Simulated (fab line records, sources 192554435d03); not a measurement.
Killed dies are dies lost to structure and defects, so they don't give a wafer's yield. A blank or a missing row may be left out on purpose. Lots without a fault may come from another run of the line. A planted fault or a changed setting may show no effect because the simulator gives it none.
fab line records | flow n5_finfet
record lots=9 wafers=27 last_day=17
route steps=1938 shown SD_ACTIVATION@330 ILD0@344 SDB@359 BEOL_M4@1111 PASSIVATION@1936
lots that met no fault: from a run of the same line without faults
start_h: hours from the record's first day to the start of the lot's first wafer shown | wait_h: hours since the lot's step before | " the same as in the row above | L1.1+2: a row that stands for several wafers | - no value, or no start given | * or withheld: withheld | < > ~ a bound
route shown NAME@n: a module of which the file shows steps, and the number in the route of the first | usual: mean/standard deviation of fault-free wafers | same: alike in all rows | chamber/n: place in a boat | sites: the reading at each site | _std_site: their standard deviation | _edge_site: outer sites' mean less inner sites' | radius_mm: how far each site lies from the wafer's centre | mask NAME#n: copy n | behind: the tool/chamber that last shaped the wafer | hold: why the lot was held/for how many hours/how that ended | device: the transistor (n, p or np) that didn't switch | end of line: the same wafers' tests at the end of the route | a step without rows: its recipe alone | killed: dies lost to structure and defects at the first sort, not the wafer's yield | map: a wafer's dies, x killed, . not, _ none there
set.NAME: the setting as run; set.NAME@STEP: as run at that earlier step | model.NAME: the simulator's own value behind a step, which no gauge read
steps of the route over a sample of lots; a table a step, a row a wafer
services: from which hour (start_h, from the record's first day; less than 0 if before it) a tool's chamber was out of use, for how many hours, and why
## steps
# step N5_SD_ACTIVATION_RTA_00
# recipe temp_c=975 time_s=0 ambient=N2 idle_temp_c=600 ramp_up_c_per_s=150 ramp_down_c_per_s=60 cool_to_c=600
# usual lamp_power_pct=8.96/0.055 lamp_zone_1_pct=8.952/0.029 lamp_zone_4_pct=8.954/0.029 wafer_temp_C_max=975.1/2.1
# columns lot.wafer tool chamber start_h wait_h lamp_power_pct lamp_zone_1_pct lamp_zone_4_pct wafer_temp_C_max
L616.1 rtp_anneal-01 0 73.55 0.0 8.83 9.026 8.915 976.3
L616.4 " 0 " " 8.96 8.914 8.889 975.5
L616.6 " 0 " " 9.03 8.926 8.922 972.9
L617.3 rtp_anneal-01 0 76.09 0.2 8.96 8.894 8.949 973.0
L617.4 " 0 " " 8.98 8.923 8.964 975.3
L617.6 " 0 " " 8.96 8.931 8.915 975.8
L618.2 rtp_anneal-02 0 85.39 0.1 8.96 8.932 8.932 975.1
L618.3 " 0 " " 8.94 8.961 8.972 977.4
L618.6 " 0 " " 8.97 8.983 8.951 980.4
L619.1 rtp_anneal-01 0 87.66 0.0 8.91 8.961 8.955 971.2
L619.4 " 0 " " 8.96 8.975 8.962 975.6
L619.6 " 0 " " 8.84 8.946 8.972 974.8
L620.4 rtp_anneal-01 0 97.66 0.1 8.97 8.938 8.965 974.8
L620.5 " 0 " " 8.96 8.961 8.909 976.0
L620.6 " 0 " " 8.92 8.939 8.986 973.0
L622.2 rtp_anneal-02 0 105.77 0.1 9.02 8.940 8.938 972.6
L622.4 " 0 " " 9.00 8.939 8.952 977.7
L622.5 " 0 " " 9.03 8.940 8.922 972.9
L630.1 rtp_anneal-02 0 156.89 0.0 8.96 9.013 8.950 973.9
L630.3 " 0 " " 8.98 8.910 9.010 972.8
L630.6 " 0 " " 8.83 8.977 8.901 973.6
L632.1 rtp_anneal-02 0 169.48 0.1 8.99 8.967 8.960 977.3
L632.2 " 0 " " 8.98 8.978 8.941 975.2
L632.3 " 0 " " 8.83 8.974 8.942 973.2
L636.3 rtp_anneal-02 0 190.78 0.1 8.95 8.970 8.978 978.7
L636.5 " 0 " " 8.85 8.897 8.968 972.7
L636.6 " 0 " " 9.03 8.934 8.932 976.3
# step N5_ILD0_CMP_12
# recipe stop_on=poly-Si material=SiNx t_overpolish_s=6 post_cmp_clean=alkaline_brush down_force_psi=2.5 platen_rpm=51.8 pad_velocity_m_s=1.0307 target_thk_nm=17.67
# usual motor_current_A=9.2/1 overpolish_run_s=6.000/0.0092 time_to_endpoint_s=28/3.1
# columns lot.wafer tool chamber start_h wait_h motor_current_A overpolish_run_s time_to_endpoint_s
L616.1 cmp-03 0 80.21 1.1 10.7 5.992 26
L616.4 " 2 " " 9.3 5.995 26
L616.6 " 1 " " 8.3 5.981 25
L617.3 cmp-03 3 82.74 1.2 9.2 6.024 28
L617.4 " 0 " " 10.8 6.000 26
L617.6 " 2 " " 9.6 6.003 23
L618.2 cmp-02 0 92.46 1.2 9.4 6.001 28
L618.3 " 2 " " 9.0 6.003 24
L618.6 " 3 " " 9.2 6.007 31
L619.1 cmp-03 2 94.57 1.2 9.6 5.998 24
L619.4 " 3 " " 8.6 5.999 27
L619.6 " 1 " " 8.8 5.999 25
L620.4 cmp-03 1 105.03 1.2 8.8 5.994 30
L620.5 " 2 " " 9.6 6.010 28
L620.6 " 3 " " 8.4 6.007 30
L622.2 cmp-03 2 112.42 1.1 9.3 5.988 29
L622.4 " 0 " " 11.2 5.997 27
L622.5 " 3 " " 8.8 6.003 29
L630.3 cmp-02 3 165.10 1.1 9.2 6.001 33
L630.1 " 0 " " 10.0 6.002 29
L630.6 " 0 " " 9.4 5.999 29
L632.1 cmp-03 1 176.29 1.1 8.7 6.018 31
L632.3 " 2 " " 9.2 6.002 27
L632.2 " 0 " " 11.1 6.005 28
L636.3 cmp-03 0 197.45 1.2 10.9 6.004 26
L636.6 " 3 " " 8.6 5.991 31
L636.5 " 0 " " 11.6 5.997 27
# step N5_ILD0_THK_MEAS_13
# usual thk_nm=17.4/1.2
# columns lot.wafer tool chamber start_h wait_h thk_nm
L616.1 film_metro-01 - 80.51 - 17.0
L616.4 " - " " 16.9
L616.6 " - " " 17.4
L617.3 film_metro-01 - 82.99 - 17.5
L617.4 " - " " 17.7
L617.6 " - " " 17.7
L618.2 film_metro-01 - 92.72 - 15.5
L618.3 " - " " 15.3
L618.6 " - " " 17.0
L619.1 film_metro-02 - 94.83 - 17.4
L619.4 " - " " 17.1
L619.6 " - " " 17.5
L620.4 film_metro-02 - 105.21 - 18.3
L620.5 " - " " 17.8
L620.6 " - " " 18.7
L622.2 film_metro-01 - 112.71 - 18.2
L622.4 " - " " 18.1
L622.5 " - " " 18.5
L630.1 film_metro-02 - 165.39 - 16.9
L630.3 " - " " 18.8
L630.6 " - " " 18.0
L632.1 film_metro-01 - 176.59 - 18.8
L632.2 " - " " 19.0
L632.3 " - " " 17.3
L636.3 film_metro-01 - 197.71 - 17.0
L636.5 " - " " 17.4
L636.6 " - " " 18.0
# step N5_ILD0_INSPECT_06
# recipe inspect_instrument=darkfield mode=post_cmp
# usual raw_defect_count=39/18
# columns lot.wafer tool chamber start_h wait_h raw_defect_count
L616.1 defect_inspect-02 - 80.53 0.0 74
L616.4 " - " " 39
L616.6 " - " " 45
L617.3 defect_inspect-02 - 83.02 0.0 46
L617.4 " - " " 29
L617.6 " - " " 44
L618.2 defect_inspect-02 - 92.74 0.0 41
L618.3 " - " " 30
L618.6 " - " " 136
L619.1 defect_inspect-01 - 94.85 0.0 276
L619.4 " - " " 299
L619.6 " - " " 252
L620.4 defect_inspect-02 - 105.24 0.0 264
L620.5 " - " " 297
L620.6 " - " " 270
L622.2 defect_inspect-01 - 112.74 0.0 248
L622.4 " - " " 272
L622.5 " - " " 297
L630.1 defect_inspect-01 - 165.42 0.0 36
L630.3 " - " " 23
L630.6 " - " " 15
L632.1 defect_inspect-02 - 176.61 0.0 35
L632.2 " - " " 37
L632.3 " - " " 47
L636.3 defect_inspect-01 - 197.73 0.0 47
L636.5 " - " " 62
L636.6 " - " " 69
# step N5_SDB_DESCUM_16
# recipe chemistry=O2 time_s=7.9 source_power_w=50 bias_power_w=20 pressure_mtorr=20 rf_frequency_hz=2.712e+07 temp_c=40 resist=CAR-ArF o2_flow_sccm=225
# usual drypump_motor_current_A=5.8/0.48 o2_flow_sccm=225.0/0.69 oes_product_au=0.76/0.067 rf_vpp_V=243.0/1.2 showerhead_plenum_p_Torr=2.09/0.068 throttle_valve_pct=20.58/0.25
# columns lot.wafer tool chamber start_h wait_h drypump_motor_current_A o2_flow_sccm oes_product_au rf_hours_counter_h rf_vpp_V showerhead_plenum_p_Torr throttle_valve_pct
L616.1 rie_diel-02 1 81.61 0.7 5.8 223.8 0.77 106 242.3 2.01 20.29
L616.4 " 2 " " 5.8 224.3 0.84 - 244.5 2.13 20.44
L616.6 " 0 " " 5.3 225.6 0.77 - 244.1 2.10 20.78
L617.3 rie_diel-02 2 83.74 0.2 5.7 224.1 0.85 66 242.0 2.13 20.44
L617.4 " 1 " " 5.8 226.3 0.78 - 244.1 2.01 20.28
L617.6 " 2 " " 5.7 225.6 0.84 - 242.7 2.13 20.42
L618.2 rie_diel-01 0 93.34 0.0 6.3 225.5 0.68 207 241.7 1.99 20.84
L618.3 " 1 " " 6.6 225.9 0.70 226 244.4 2.18 20.29
L618.6 " 1 " " 6.6 226.0 0.69 - 243.0 2.18 20.25
L619.1 rie_diel-02 3 95.43 0.0 5.9 225.2 1.01 0 243.2 2.07 20.45
L619.4 " 0 " " 5.3 225.1 0.77 162 242.4 2.09 20.79
L619.6 " 0 " " 5.3 225.0 0.77 - 244.8 2.09 20.79
L620.4 rie_diel-05 2 105.69 0.0 5.9 225.9 0.73 179 244.0 2.08 20.38
L620.5 " 3 " " 5.6 225.3 0.70 - 245.1 2.16 20.31
L620.6 " 0 " " 6.4 224.6 0.78 - 240.5 2.02 20.46
L622.2 rie_diel-01 1 113.31 0.0 6.5 223.9 0.69 233 245.2 2.17 20.28
L622.4 " 3 " " 5.8 224.8 0.77 148 242.7 2.08 20.40
L622.5 " 1 " " 6.5 223.3 0.70 - 244.6 2.17 20.30
L630.1 rie_diel-02 2 166.00 0.0 5.7 225.1 0.81 93 242.6 2.12 20.48
L630.3 " 3 " " 5.9 224.7 0.92 25 242.8 2.06 20.48
L630.6 " 0 " " 5.3 225.1 0.75 - 242.7 2.09 20.83
L632.1 rie_diel-01 0 177.20 0.0 6.3 224.4 0.68 239 241.0 1.98 20.90
L632.2 " 3 " " 5.7 225.8 0.75 171 243.9 2.08 20.42
L632.3 " 2 " " 5.7 223.6 0.76 173 242.6 2.20 21.07
L636.3 rie_diel-05 1 198.31 0.0 4.7 225.5 0.68 213 243.7 2.17 20.98
L636.5 " 1 " " 4.7 224.8 0.68 - 243.3 2.17 20.98
L636.6 " 0 " " 6.4 226.8 0.75 - 241.3 2.01 20.49
# step N5_BEOL_M4_RC_MEAS_101
# usual DIBL_N=36.0/2.5 DIBL_P=36.2/3 IOFF_N=0.16/0.044 IOFF_P=0.21/0.049 ION_N=671/15 ION_P=461/8.7 SS_N=71.5/0.72 SS_P=73.4/0.9 VT_N=251/4.4 VT_P=-250/4
# columns lot.wafer tool chamber start_h wait_h DIBL_N[mV/V] DIBL_P[mV/V] IOFF_N[nA/um] IOFF_P[nA/um] ION_N[uA/um] ION_P[uA/um] SS_N[mV/dec] SS_P[mV/dec] VT_N[mV] VT_P[mV]
L616.1 prober-01 0 189.85 0.8 39.1 39.3 0.23 0.27 683 463 73.2 74.2 247 -246
L616.4 " 0 " " 36.2 36.5 0.17 0.23 688 468 71.3 73.4 248 -248
L616.6 " 0 " " 35.8 34.4 0.16 0.20 659 451 71.9 73.2 249 -248
L617.3 prober-02 0 206.96 0.3 32.7 34.3 0.12 0.18 656 455 70.9 72.2 252 -249
L617.4 " 0 " " 37.3 40.0 0.20 0.24 677 459 72.3 74.3 247 -249
L617.6 " 0 " " 35.7 38.5 0.16 0.24 663 461 71.7 74.3 253 -247
L619.1 prober-02 0 215.26 0.0 41.4 41.8 0.26 0.29 697 466 72.5 75.0 245 -246
L619.4 " 0 " " 38.8 39.1 0.19 0.24 673 457 73.0 74.2 247 -249
L619.6 " 0 " " 39.2 39.7 0.20 0.24 690 468 72.9 75.1 248 -251
L618.2 prober-01 0 215.59 0.2 37.4 38.6 0.19 0.24 694 470 72.2 73.8 249 -247
L618.3 " 0 " " 38.0 39.2 0.19 0.25 670 454 72.3 73.3 250 -252
L618.6 " 0 " " 38.5 39.4 0.20 0.24 678 457 72.9 74.5 249 -251
L620.4 prober-01 0 219.58 0.5 36.4 36.8 0.15 0.20 678 464 71.5 73.5 252 -251
L620.5 " 0 " " 34.6 33.4 0.11 0.16 653 452 70.4 72.5 255 -253
L620.6 " 0 " " 35.0 35.4 0.12 0.20 669 468 71.6 72.8 255 -252
L622.2 prober-01 0 222.69 0.2 34.1 32.0 0.11 0.14 661 453 70.8 72.9 259 -259
L622.4 " 0 " " 36.0 35.3 0.13 0.16 658 450 71.4 73.9 255 -258
L622.5 " 0 " " 37.1 37.1 0.15 0.20 654 455 72.1 74.2 251 -254
L630.1 prober-02 0 271.01 0.0 37.8 37.9 0.20 0.22 691 461 71.4 74.0 245 -252
L630.3 " 0 " " 34.2 32.6 0.12 0.15 660 448 71.2 72.5 254 -254
L630.6 " 0 " " 38.7 38.6 0.23 0.25 700 463 72.4 74.3 243 -251
L632.1 prober-01 0 285.81 0.0 35.9 37.7 0.18 0.26 676 469 71.0 73.7 248 -244
L632.2 " 0 " " 34.4 35.8 0.14 0.22 655 460 70.9 73.8 255 -248
L632.3 " 0 " " 36.0 37.3 0.18 0.24 677 469 72.3 73.8 248 -247
L636.3 prober-01 0 308.65 0.3 40.1 40.6 0.25 0.31 689 470 73.0 74.3 245 -242
L636.5 " 0 " " 36.2 35.1 0.13 0.19 651 453 71.1 73.0 255 -252
L636.6 " 0 " " 37.9 37.6 0.19 0.25 675 463 71.8 73.6 246 -246
# step N5_PASSIVATION_PROBE_49
# usual defect_limited_yield=91.7/1.4 killed_at_M0_to_M3=31/11 killed_at_M4_up=13/4.6 killed_at_contacts=13/6.7 killed_at_front_end=39/9.6 killed_at_other=3.5/2.8 killed_dies=98/16 killed_on_rim=13/4.2 killed_open=64/11 killed_short=33/8.5 sort_bin_5_function=4.9/0.96 sort_bin_6_memory=3.1/0.59 sort_bin_8_speed=0.2/1.3 sort_n_pass=1080/23
# same gross_dies=1180 killed_at_back_side=0 sort_bin_4_leakage[%]=0
# columns lot.wafer tool chamber start_h wait_h defect_limited_yield[%] killed_at_M0_to_M3 killed_at_M4_up killed_at_contacts killed_at_front_end killed_at_other killed_dies killed_on_rim killed_open killed_short sort_bin_5_function[%] sort_bin_6_memory[%] sort_bin_8_speed[%] sort_n_pass
L616.1 prober-01 - 294.73 0.0 94.2 17 9 12 28 3 69 6 46 23 3.4 2.1 0 1111
L616.4 prober-01 - 294.88 0.2 94.8 22 7 11 18 3 61 11 48 12 3.6 1.5 0 1119
L616.6 prober-01 - 294.98 0.3 90.9 16 25 22 44 0 107 12 56 50 5.5 3.1 0 1073
L619.1 prober-02 - 326.48 0.8 76.1 19 17 3 242 1 282 36 59 12 15.3 7.7 0 898
L619.4 prober-02 - 326.63 0.9 75.7 28 14 7 234 4 287 31 50 27 15.3 7.0 0 893
L619.6 prober-02 - 326.73 1.0 78.6 19 13 8 212 1 253 31 50 21 13.3 7.4 0 927
L620.4 prober-02 - 326.93 0.4 73.8 25 10 7 263 4 309 39 58 37 16.5 8.4 0 871
L620.5 prober-02 - 326.98 0.5 76.3 24 4 17 234 1 280 28 46 21 14.2 8.3 0 900
L620.6 prober-02 - 327.03 0.5 76.4 11 13 4 248 3 279 45 43 25 13.6 8.6 0 901
L622.2 prober-01 - 337.36 0.1 75.6 17 15 11 238 7 288 30 63 21 14.5 8.9 0 892
L622.4 prober-01 - 337.46 0.2 75.2 21 13 9 246 4 293 31 56 23 14.8 9.0 0 887
L622.5 prober-01 - 337.51 0.2 74.2 22 9 13 258 2 304 37 48 34 14.5 9.7 0 876
L630.1 prober-02 - 377.50 0.0 91.3 48 5 8 41 1 103 15 60 42 4.7 3.3 0.1 1077
L630.3 prober-02 - 377.60 0.1 92.5 27 5 3 44 10 89 10 56 33 4.7 2.4 0 1091
L630.6 prober-02 - 377.75 0.3 92.4 36 5 14 32 3 90 9 63 25 4.8 2.5 0 1090
# killed by level:class
L616.1 MOL_CONTACT_COAG:geometric_particle:open=8 FIN_SAQP:geometric_particle:short=5 GATE_CUT:geometric_particle:open=5 BEOL_M1:geometric_particle:open=5 GATE_CUT:geometric_particle:short=4 MOL_CONTACT_COAG:geometric_particle:short=4 BEOL_M0_SAQP:geometric_particle:open=4 BEOL_M0:geometric_particle:open=4
L616.4 BEOL_M2:geometric_particle:open=11 MOL_CONTACT_COAG:geometric_particle:open=9 FIN_SAQP:geometric_particle:open=4 STI_FIN_REVEAL:geometric_particle:open=4 GATE_CUT:geometric_particle:open=4 BEOL_M0:geometric_particle:open=3 BEOL_M6:geometric_particle:open=2 BEOL_M1:geometric_particle:short=2
L616.6 FIN_SAQP:geometric_particle:short=15 MOL_CONTACT_COAG:geometric_particle:open=15 GATE_CUT:geometric_particle:short=7 MOL_CONTACT_COAG:geometric_particle:short=6 BEOL_M4:geometric_particle:open=5 BEOL_M5:geometric_particle:open=5 STARTING-WAFER:geometric_particle:short=5 BEOL_M1:geometric_particle:open=4
L619.1 ILD0:unspecified=211 STI_FIN_REVEAL:geometric_particle:open=8 DUMMY_GATE:geometric_particle:open=8 BEOL_M3:geometric_particle:open=7 BEOL_M4:geometric_particle:open=7 BEOL_M2:geometric_particle:open=6 BEOL_M6:geometric_particle:open=5 MOL_CONTACT_COAG:geometric_particle:open=3
L619.4 ILD0:unspecified=210 BEOL_M1:geometric_particle:open=8 STI_FIN_REVEAL:geometric_particle:open=7 BEOL_M4:geometric_particle:open=7 BEOL_M0_SAQP:geometric_particle:short=6 MOL_CONTACT_COAG:geometric_particle:open=5 FIN_SAQP:geometric_particle:short=3 GATE_CUT:geometric_particle:open=3
L619.6 ILD0:unspecified=182 STI_FIN_REVEAL:geometric_particle:open=11 MOL_CONTACT_COAG:geometric_particle:open=6 BEOL_M1:geometric_particle:open=5 BEOL_M4:geometric_particle:short=5 BEOL_M4:geometric_particle:open=5 GATE_CUT:geometric_particle:short=4 BEOL_M0:geometric_particle:open=4
L620.4 ILD0:unspecified=214 FIN_SAQP:geometric_particle:open=16 BEOL_M2:geometric_particle:open=10 FIN_SAQP:geometric_particle:short=8 GATE_CUT:geometric_particle:short=6 ILD0:geometric_particle:short=5 MOL_CONTACT_COAG:geometric_particle:short=4 BEOL_M1:geometric_particle:open=4
L620.5 ILD0:unspecified=213 MOL_CONTACT_COAG:geometric_particle:open=15 BEOL_M1:geometric_particle:open=6 BEOL_M3:geometric_particle:open=5 STI_FIN_REVEAL:geometric_particle:open=4 BEOL_M0_SAQP:geometric_particle:open=4 FIN_SAQP:geometric_particle:short=3 BEOL_M0_SAQP:geometric_particle:short=3
L620.6 ILD0:unspecified=210 FIN_SAQP:geometric_particle:open=8 FIN_SAQP:geometric_particle:short=7 BEOL_M4:geometric_particle:open=6 STI_FIN_REVEAL:geometric_particle:open=6 SPACER0:geometric_particle:open=4 BEOL_M0_SAQP:geometric_particle:open=4 SPACER0:geometric_particle:short=3
L622.2 ILD0:unspecified=200 MOL_CONTACT_COAG:geometric_particle:open=11 DUMMY_GATE:geometric_particle:open=8 GATE_CUT:geometric_particle:open=6 FIN_SAQP:geometric_particle:short=5 STI_FIN_REVEAL:geometric_particle:open=5 BEOL_M2:geometric_particle:open=5 BEOL_M4:geometric_particle:open=5
L622.4 ILD0:unspecified=212 MOL_CONTACT_COAG:geometric_particle:open=8 BEOL_M1:geometric_particle:open=7 BEOL_M4:geometric_particle:open=6 BEOL_M2:geometric_particle:open=5 STARTING-WAFER:geometric_particle:open=5 FIN_SAQP:geometric_particle:open=4 STI_FIN_REVEAL:geometric_particle:open=4
L622.5 ILD0:unspecified=222 MOL_CONTACT_COAG:geometric_particle:open=10 FIN_SAQP:geometric_particle:short=6 BEOL_M1:geometric_particle:open=6 GATE_CUT:geometric_particle:short=6 FIN_SAQP:geometric_particle:open=5 BEOL_M0_SAQP:geometric_particle:open=4 BEOL_M3:geometric_particle:open=4
L630.1 BEOL_M0_SAQP:geometric_particle:short=12 BEOL_M1:geometric_particle:open=10 BEOL_M2:geometric_particle:open=9 MOL_CONTACT_COAG:geometric_particle:open=8 BEOL_M0_SAQP:geometric_particle:open=8 GATE_CUT:geometric_particle:short=7 STI_FIN_REVEAL:geometric_particle:open=5 STARTING-WAFER:geometric_particle:short=5
L630.3 GATE_CUT:geometric_particle:short=12 STI_FIN_REVEAL:geometric_particle:open=7 BEOL_M3:geometric_particle:open=6 BEOL_M0_SAQP:geometric_particle:short=6 FIN_SAQP:geometric_particle:open=5 DUMMY_GATE:geometric_particle:open=5 GATE_CUT:geometric_particle:open=5 PAD_METAL:geometric_particle:open=5
L630.6 MOL_CONTACT_COAG:geometric_particle:open=12 BEOL_M0_SAQP:geometric_particle:open=11 BEOL_M0_SAQP:geometric_particle:short=9 STI_FIN_REVEAL:geometric_particle:open=7 DUMMY_GATE:geometric_particle:open=5 BEOL_M1:geometric_particle:open=5 BEOL_M3:geometric_particle:open=5 FIN_SAQP:geometric_particle:open=4
## services
# columns tool chamber start_h hours kind
rie_diel-02 - 65.60 2.8 pm
cmp-02 - 68.77 4.0 pm
rie_diel-01 3 70.89 5.6 repair
cmp-02 - 72.77 - consumable_replace:conditioner
cmp-02 - 72.77 - consumable_replace:pad
rie_diel-02 3 72.95 - clean
rie_diel-02 3 72.95 - consumable_replace:focus_ring
rie_diel-02 3 72.95 20.8 scheduled_down
rie_diel-02 3 72.95 20.8 vent_cycle
cmp-03 - 131.93 4.0 pm
rie_diel-05 3 132.65 7.5 repair
rie_diel-01 1 135.00 12.9 repair
cmp-03 - 135.93 - consumable_replace:conditioner
cmp-03 - 135.93 - consumable_replace:pad
rie_diel-01 1 177.02 - clean
rie_diel-01 1 177.02 - consumable_replace:esc
rie_diel-01 1 177.02 - consumable_replace:focus_ring
rie_diel-01 1 177.02 20.8 scheduled_down
rie_diel-01 1 177.02 20.8 vent_cycle
rie_diel-02 - 195.71 3.6 repair
## key
first_sign step=N5_ILD0_INSPECT_06 reading=raw_defect_count direction=up sigmas=13 usual=39 struck=275
effect step=N5_PASSIVATION_PROBE_49 reading=killed_at_front_end direction=up sigmas=21 usual=39 struck=242
more_kills_born_at N5_ILD0_CMP_12@cmp-03=1874
met_at N5_ILD0_CMP_12
struck_lots L619,L620,L622
not_acting_at N5_SD_ACTIVATION_RTA_00,N5_ILD0_THK_MEAS_13,N5_SDB_DESCUM_16
onset_between 82.74 94.57
fault kind=chamber_particle_source tool=cmp-03 chamber=- onset_h=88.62 steps=N5_ILD0_CMP_12 rate_per_visit_cm2=0.37797 end_h=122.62
